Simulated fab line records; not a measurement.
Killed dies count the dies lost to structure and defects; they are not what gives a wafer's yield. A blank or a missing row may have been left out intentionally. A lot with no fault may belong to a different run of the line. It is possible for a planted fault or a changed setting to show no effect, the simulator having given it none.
Chamber matching || flow n5 finfet || pecvd-04 running N5_BEOL_M4_DEP_57: 3 sister chambers
The step deposits SiCN from 3MS/NH3, target thk 8 nm, time 14 s. 3 wafers are shown with their chamber, then 7 later ones without.

## WAFERS, EACH WITH ITS CHAMBER
{"wafer": "L075.4", "chamber": 2, "throttle valve pct (%)": 8.97}
{"wafer": "L090.3", "chamber": 1, "throttle valve pct (%)": 8.90}
{"wafer": "L090.4", "chamber": 0, "throttle valve pct (%)": 8.82}

## WAFERS WHOSE CHAMBER IS MISSING
{"wafer": "L090.6", "throttle valve pct (%)": 8.93}
{"wafer": "L092.2", "throttle valve pct (%)": 9.11}
{"wafer": "L092.3", "throttle valve pct (%)": 9.12}
{"wafer": "L092.4", "throttle valve pct (%)": 8.95}
{"wafer": "L097.1", "throttle valve pct (%)": 9.20}
{"wafer": "L097.4", "throttle valve pct (%)": 9.03}
{"wafer": "L097.5", "throttle valve pct (%)": 8.86}

## CHAMBER TAKEN BY EACH
{"wafer": "L090.6", "from the rows above": "can't be placed: 1 or 2 or 0", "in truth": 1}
{"wafer": "L092.2", "from the rows above": "can't be placed: 2 or 1 or 0", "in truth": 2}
{"wafer": "L092.3", "from the rows above": "can't be placed: 2 or 1 or 0", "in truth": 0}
{"wafer": "L092.4", "from the rows above": "can't be placed: 2 or 1 or 0", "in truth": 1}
{"wafer": "L097.1", "from the rows above": "can't be placed: 2 or 1 or 0", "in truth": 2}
{"wafer": "L097.4", "from the rows above": "can't be placed: 2 or 1 or 0", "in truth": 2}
{"wafer": "L097.5", "from the rows above": "can't be placed: 0 or 1 or 2", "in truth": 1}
Correctly placed: 0 of 7. Unplaceable from these rows: 7, with the true chamber sitting among the candidates in 7. Wrongly placed: 0.
How it was worked out, from the rows above alone: a wafer's distance from a chamber is the root of the sum, over the readings, of the square of ((its reading less the chamber's mean) divided by the reading's scatter). If the next closest chamber is less than 2 further off than the closest, the wafer can't be placed; otherwise it belongs to the closest. A chamber's mean is the mean of its shown wafers. The scatter: root of mean squared gap, hidden wafer to nearest shown wafer, with one shown wafer a chamber.
